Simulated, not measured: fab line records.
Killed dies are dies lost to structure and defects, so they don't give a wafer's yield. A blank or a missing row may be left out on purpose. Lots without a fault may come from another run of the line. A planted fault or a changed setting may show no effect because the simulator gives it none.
Matching of chambers ; flow n5 finfet ; N5_ZERO_LAYER_ETCH_17 on rie diel-05: 4 sister chambers
The step etches SiO2 in CF4, target depth 12 nm, time 13.3 s. 22 wafers are shown with their chamber, then 11 later ones without.

== WAFERS, EACH WITH ITS CHAMBER ==
wafer;chamber;throttle valve pct (%);showerhead plenum p Torr (Torr);drypump motor current A (A)
L074.1;0;15.87;2.09;5.82
L074.2;1;15.31;2.15;5.75
L074.3;2;15.38;2.19;5.59
L075.2;0;15.87;2.09;5.84
L075.3;2;15.40;2.19;5.59
L075.6;2;15.38;2.19;5.57
L076.2;2;15.40;2.19;5.58
L076.5;3;16.07;2.03;6.13
L076.6;0;15.88;2.09;5.83
L077.1;2;15.40;2.19;5.55
L077.2;0;15.90;2.09;5.83
L077.5;2;15.40;2.19;5.59
L079.1;3;16.08;2.03;6.09
L079.2;1;15.32;2.15;5.72
L079.4;0;15.90;2.08;5.84
L083.3;2;15.41;2.18;5.57
L083.4;2;15.41;2.18;5.59
L083.5;1;15.36;2.15;5.71
L084.1;0;15.89;2.08;5.84
L084.2;1;15.35;2.15;5.72
L084.4;3;16.11;2.03;6.12
L088.2;1;15.37;2.14;5.75

SIGNATURES (means of the wafers above)
reading;chamber 0;chamber 1;chamber 2;chamber 3;scatter within a chamber
throttle valve pct;15.8850;15.3420;15.3975;16.0867;0.0174
showerhead plenum p Torr;2.0867;2.1480;2.1875;2.0300;0.00449
drypump motor current A;5.8333;5.7300;5.5788;6.1133;0.0151
Rule: for a wafer and a chamber, the distance is found by dividing, reading by reading, the gap between the wafer's reading and the chamber's mean by the reading's scatter, squaring, summing and taking the root. The wafer belongs to the nearest chamber; if the next one is less than 2 further off, it can't be placed. The scatter is the square root of a quotient: the sum, over the shown wafers, of each reading's squared deviation from its chamber's mean, divided by wafers minus chambers.

== WAFERS WITH NO CHAMBER GIVEN ==
wafer;throttle valve pct (%);showerhead plenum p Torr (Torr);drypump motor current A (A)
L088.4;16.12;2.03;6.12
L088.6;15.91;2.08;5.85
L090.4;15.37;2.14;5.72
L090.5;15.46;2.18;5.58
L090.6;15.37;2.14;5.71
L096.1;15.93;2.08;5.83
L096.2;15.39;2.14;5.74
L096.3;15.48;2.17;5.58
L097.3;15.94;2.08;5.85
L097.4;15.93;2.08;5.87
L097.6;15.39;2.14;5.75

== THE CHAMBER EACH PASSED THROUGH ==
wafer;from the rows above;in truth
L088.4;3;3
L088.6;0;0
L090.4;1;1
L090.5;2;2
L090.6;1;1
L096.1;0;0
L096.2;1;1
L096.3;2;2
L097.3;0;0
L097.4;0;0
L097.6;1;1
Correctly placed: 11 of 11. Not placeable from these rows: 0. Number placed wrongly: 0.
